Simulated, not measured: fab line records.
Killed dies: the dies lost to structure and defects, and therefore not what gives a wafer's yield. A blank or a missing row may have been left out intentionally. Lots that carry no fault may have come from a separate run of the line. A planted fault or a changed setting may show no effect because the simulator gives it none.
Struck lot and sound lot, side by side :: flow n5-finfet :: 42 steps out of a route of 1938
Sound: these wafers, L912.2, L912.3, L912.5. Struck: wafer L900.3 (left out: L900.2, L900.4 of the same lot, which were not struck); the cause appears at the end.
At each step with rows: each side's tool, then ch and its chambers, then its first start. Under that, the readings that differ: sound wafers :: struck wafers :: difference of the means :: sigmas: that difference in standard deviations of wafers without a fault.
alike: readings whose means differ by less than 2 such deviations, and words and numbers that are the same on both sides. not compared: withheld readings, readings that some wafer has no value for, bounds like >300 that may hide the same value, and numbers for which the record gives no deviation and whose values overlap.
The two part at a step that has a row with sigmas, a row that says differs or no value, or rows on one side only. Numbers that have no deviation but don't overlap get no sigmas and don't part them. A reading missing from all wafers of one side parts the sides only when that side holds two or more wafers.

first, 1 step without rows for these wafers: N5_BEOL_M5_STRIP_91 (strips in N2/H2, time 10 s).
N5_BEOL_M5_OCD_MEAS_38:
  sound on ocd-02, day 12 06:46; struck on ocd-01, day 9 18:31
  alike: trench-depth-nm
then, 4 steps without rows for these wafers: N5_BEOL_M5_HM_STRIP_39 (strips TiN in peroxide tin strip, target depth 25 nm, time 158 s); N5_BEOL_M5_SRD_40 (time 30 s); N5_BEOL_M5_PRECLEAN_42 (cleans in residue remover, time 60 s); N5_BEOL_M5_SRD_43 (time 30 s).
N5_BEOL_M5_CD_MEAS_35: target cd 28 nm, target cd y 24 nm.
  sound on cd-sem-01, day 12 06:55; struck on cd-sem-01, day 9 18:40
  alike: cd-nm
then, 5 steps without rows for these wafers: N5_BEOL_M5_CURE_80 (cures SiCOH lowk, time 120 s); N5_BEOL_M5_DEGAS_44 (time 60 s); N5_BEOL_M5_PRE_CLEAN_45 (time 30 s); N5_BEOL_M5_ALD_86 (deposits TaN, pulse time 2 s, purge time 3 s, co reactant purge time 2 s); N5_BEOL_M5_SURFACE_TREAT_87.
N5_BEOL_M5_CVD_47: deposits Co from CCTBA/H2, target thk 3 nm, time 216 s.
  sound on cvd-co-02 ch 1,2, day 12 08:17; struck on cvd-co-01 ch 0,1, day 9 20:44
then, 1 step without rows for these wafers: N5_BEOL_M5_SPUTTER_48 (material Cu, target thk 15 nm, time 27.62 s).
N5_BEOL_M5_ANNEAL_49: time 1800 s.
  sound on pvd-sputter-02, day 12 08:32; struck on pvd-sputter-03, day 9 21:04
  alike: heater-power-w
N5_BEOL_M5_SPUTTER_81: material Cu, target thk 15 nm, time 27.62 s.
  sound on pvd-sputter-02, day 12 09:32; struck on pvd-sputter-03, day 9 22:04
  alike: throttle-valve-pct
then, 1 step without rows for these wafers: N5_BEOL_M5_ANNEAL_82 (time 1800 s).
N5_BEOL_M5_SPUTTER_83: material Cu, target thk 15 nm, time 27.62 s.
  sound on pvd-sputter-02, day 12 10:37; struck on pvd-sputter-03, day 9 23:10
  alike: throttle-valve-pct
then, 7 steps without rows for these wafers: N5_BEOL_M5_ANNEAL_84 (time 1800 s); N5_BEOL_M5_SPUTTER_88 (material Cu, target thk 15 nm, time 27.62 s); N5_BEOL_M5_ANNEAL_89 (time 1800 s); N5_BEOL_M5_SPUTTER_90 (material Cu, target thk 4.5 nm, time 8.29 s); N5_BEOL_M5_ECD_50 (material Cu, target thk 300 nm); N5_BEOL_M5_ANNEAL_51 (time 90 s); N5_BEOL_M5_CMP_52 (polishes, stops on SiCOH lowk, t overpolish 6.9 s, target thk 62 nm).
N5_BEOL_M5_THK_MEAS_53: measures by xrf.
  sound on film-metro-02, day 12 13:55; struck on film-metro-01, day 10 02:14
reading: M5_THK (nm)
sound: 65.7 64.8 64.8
struck: 61.9
difference: -3.2
sigmas: -2
N5_BEOL_M5_PRE_CLEAN_77: time 15 s.
  sound on cvd-co-02 ch 0,1,2, day 12 13:57; struck on cvd-co-02 ch 1, day 10 02:19
  alike: heater-power-w
then, 3 steps without rows for these wafers: N5_BEOL_M5_CO_CAP_78 (material Co, precursor CCTBA/H2, target thk 2 nm, time 102.1 s); N5_BEOL_M5_PRE_CLEAN_55 (time 15 s); N5_BEOL_M5_DEP_56 (deposits SiCN from 3MS/NH3, target thk 8 nm, time 14 s).
N5_BEOL_M5_RS_MEAS_57: measures by four-point-probe.
  sound on film-metro-01, day 12 14:12; struck on film-metro-02, day 10 02:34
reading: M5_RS (ohm/sq)
sound: 0.367 0.372 0.372
struck: 0.394
difference: +0.024
sigmas: +2
then, 1 step without rows for these wafers: N5_BEOL_M6_ILD_DEP_00 (deposits SiCOH lowk from DEMS/porogen, target thk 179.75 nm, time 33.4 s).
N5_BEOL_M6_CURE_74: cures SiCOH lowk, time 240 s.
  sound on uv-cure-03 ch 0, day 12 14:29; struck on uv-cure-03 ch 1, day 10 02:49
  alike: lamp-power-pct, wafer_temp_C_max
N5_BEOL_M6_THK_MEAS_01:
  sound on film-metro-02, day 12 15:19; struck on film-metro-02, day 10 03:15
  alike: M6_ILD_THK
then, 7 steps without rows for these wafers: N5_BEOL_M6_PECVD_70 (deposits SiO2 from TEOS/O2, target thk 20 nm, time 22.7 s); N5_BEOL_M6_HM_DEP_02 (deposits TiN, target thk 20 nm); N5_BEOL_M6_COAT_59 (time 60 s, resist thk 100 nm); N5_BEOL_M6_COAT_60 (time 60 s, resist thk 35 nm); N5_BEOL_M6_COAT_05 (resist thk 90 nm); N5_BEOL_M6_EBR_07; N5_BEOL_M6_SOFTBAKE_06 (time 60 s).
-- record jumps: 4 days separate the struck wafers' starts on either side; left off in module BEOL_M6, taken up again in module PASSIVATION, whose first shown step is the route's number 1936 --
N5_PASSIVATION_PROBE_49:
  only the struck wafers here have rows in the record (prober-02, day 14 10:23); the sound ones have none

WHERE THEY PART
First at N5_BEOL_M5_THK_MEAS_53; last, within this record, at N5_PASSIVATION_PROBE_49.

WHY: whatever the simulator had introduced
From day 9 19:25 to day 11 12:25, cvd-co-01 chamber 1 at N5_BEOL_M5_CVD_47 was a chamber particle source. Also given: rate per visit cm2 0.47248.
